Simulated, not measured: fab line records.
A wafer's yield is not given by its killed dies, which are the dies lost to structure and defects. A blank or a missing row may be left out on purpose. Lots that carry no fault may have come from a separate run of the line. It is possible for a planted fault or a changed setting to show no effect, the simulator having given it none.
Chamber matching    flow n5-finfet    4 sister chambers for N5_FIN_CUT_STRIP_22 on rie-diel-05
The step strips in N2/H2. 14 wafers are shown with their chamber, then 6 later ones without.

== WAFERS PAIRED WITH THEIR CHAMBERS ==
wafer   chamber  drypump-motor-current-A (A)  showerhead-plenum-p-Torr (Torr)  throttle-valve-pct (%)
L076.1  2        6.4                          3.51                             19.4
L076.2  1        5.1                          3.53                             19.4
L076.3  0        5.3                          3.50                             18.4
L079.2  1        5.1                          3.52                             19.3
L079.3  2        6.4                          3.51                             19.4
L079.4  3        6.1                          3.34                             19.4
L083.2  0        5.3                          3.49                             18.5
L083.3  1        5.1                          3.52                             19.4
L083.6  2        6.3                          3.50                             19.4
L092.1  1        5.1                          3.51                             19.4
L092.2  2        6.3                          3.49                             19.5
L092.5  2        6.4                          3.49                             19.5
L095.4  1        5.1                          3.51                             19.4
L095.6  2        6.4                          3.49                             19.5

SIGNATURES (means of the wafers above)
reading                   chamber 0  chamber 1  chamber 2  chamber 3  scatter within a chamber
drypump-motor-current-A   5.300      5.100      6.367      6.100      0.0365
showerhead-plenum-p-Torr  3.4950     3.5180     3.4983     3.3400     0.00902
throttle-valve-pct        18.450     19.380     19.450     19.400     0.0529
Rule: a wafer's distance from a chamber is the root of the sum, over the readings, of the square of ((its reading less the chamber's mean) divided by the reading's scatter). The wafer belongs to the nearest chamber; if the next one is less than 2 further off, it can't be placed. The scatter: take each reading less its chamber's mean, square it, sum over the shown wafers, divide by the number of wafers less the number of chambers, and take the root.

== WAFERS MISSING THEIR CHAMBER ==
wafer   drypump-motor-current-A (A)  showerhead-plenum-p-Torr (Torr)  throttle-valve-pct (%)
L096.1  5.1                          3.50                             19.4
L096.3  5.3                          3.48                             18.5
L096.5  6.1                          3.33                             19.4
L097.2  6.4                          3.49                             19.5
L097.4  5.1                          3.50                             19.4
L097.5  6.4                          3.49                             19.5

== WHICH CHAMBER EACH ONE RAN IN ==
wafer   from the rows above  in truth
L096.1  1                    1
L096.3  0                    0
L096.5  3                    3
L097.2  2                    2
L097.4  1                    1
L097.5  2                    2
6 of 6 placed correctly. Can't be placed from these rows: 0. Number placed wrongly: 0.
